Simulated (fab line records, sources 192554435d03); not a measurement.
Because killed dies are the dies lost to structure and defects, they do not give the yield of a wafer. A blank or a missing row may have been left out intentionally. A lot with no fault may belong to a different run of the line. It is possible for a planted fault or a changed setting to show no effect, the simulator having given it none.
3 desks, one fault    flow n5-finfet    each desk has only its own numbers; what lay behind them comes last

THE TOOL OWNER'S DESK: rie-diel-03
The tool's own readings at N5_BEOL_M7_VIA_ETCH_34 (etches SiCOH lowk in C4F6/O2, target depth 125.5 nm, time 50.5 s): means of the sampled wafers that have a number, for each lot that ran on this tool. The brackets show how far a lot's mean lies from the usual mean; more than 4 standard deviations puts the lot out of limits, marked OUT.
Columns: A = drypump-motor-current-A at N5_BEOL_M7_VIA_ETCH_34, usual 5.7 A; B = oes_ar_750_au at N5_BEOL_M7_VIA_ETCH_34, usual 0.78 a.u.; C = oes-product-au at N5_BEOL_M7_VIA_ETCH_34, usual 0.78 a.u.; D = rf-fwd-power-W at N5_BEOL_M7_VIA_ETCH_34, usual 341.7 W; E = rf-vpp-V at N5_BEOL_M7_VIA_ETCH_34, usual 668 V; F = showerhead-plenum-p-Torr at N5_BEOL_M7_VIA_ETCH_34, usual 2.85 Torr; G = throttle-valve-pct at N5_BEOL_M7_VIA_ETCH_34, usual 20.97 %
lot   first seen here  A    B     C     D                E               F     G
L213  day 8 17:09      5.2  0.72  0.72  340.9            655             2.88  21.09
L215  day 9 20:23      5.4  0.72  0.71  341.5            649             2.86  21.18
L218  day 10 08:50     5.3  0.62  0.67  257.7 (-70) OUT  759             2.81  21.06
L222  day 11 04:37     5.3  0.62  0.68  258.6 (-69) OUT  769 (+4.2) OUT  2.75  20.95
Finding of this desk: L218, L222 out of limits; the first was L218 at day 10 08:50, on rf-fwd-power-W at N5_BEOL_M7_VIA_ETCH_34. Within limits: L213, L215.

THE DEFECT DESK
What the inspections along the route counted, lot by lot: means of the sampled wafers that have a number. The brackets show how far a lot's mean lies from the usual mean; more than 4 standard deviations puts the lot out of limits, marked OUT.
Columns: A = raw-defect-count at N5_BEOL_M7_INSPECT_30, usual 399
lot   first seen here  A
L213  day 8 16:56      335
L215  day 9 19:59      322
L218  day 10 08:37     372
L222  day 11 04:14     388
L228  day 13 06:34     392
L234  day 15 08:23     399
Finding of this desk: none of the 6 lots has anything out of limits.

THE METROLOGY DESK
Means of the sampled wafers that have a number, per lot and without regard to the tool the lot ran on: this is what the gauges read. The brackets show how far a lot's mean lies from the usual mean; more than 4 standard deviations puts the lot out of limits, marked OUT.
Columns: A = cd-nm at N5_BEOL_M7_CD_MEAS_28, usual 40.12 nm; B = V6_OVL at N5_BEOL_M7_OVL_MEAS_29, usual 0.1 nm
lot   first seen here  A      B
L213  day 8 16:50      40.51  0.9
L215  day 9 19:53      40.17  -0.1
L218  day 10 08:32     40.41  0.2
L222  day 11 04:09     39.92  -0.8
L228  day 13 06:29     40.16  0.9
L234  day 15 08:18     39.96  0.7
Finding of this desk: none of the 6 lots has anything out of limits.

BROUGHT TOGETHER
An alarm could have come from the tool owner's desk at day 10 08:50, on L218, L222.
Nothing out of limits was seen by the defect desk.
From the metrology desk's view, nothing was out of limits.
The defect desk has L218, L222 on record, within its limits.
The metrology desk holds a record of L218, L222, inside its limits.
All the named lots went through N5_BEOL_M7_VIA_ETCH_34 on rie-diel-03.

WHAT THE SIMULATOR PUT IN
Process parameter drift: rie-diel-03, from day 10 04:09 on, at N5_BEOL_M7_VIA_ETCH_34. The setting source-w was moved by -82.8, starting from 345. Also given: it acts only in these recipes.
Shown lots that were struck: L218, L222.
Time in hours from fault onset to the first out-of-limits reading at each desk: the tool owner's desk, 5.
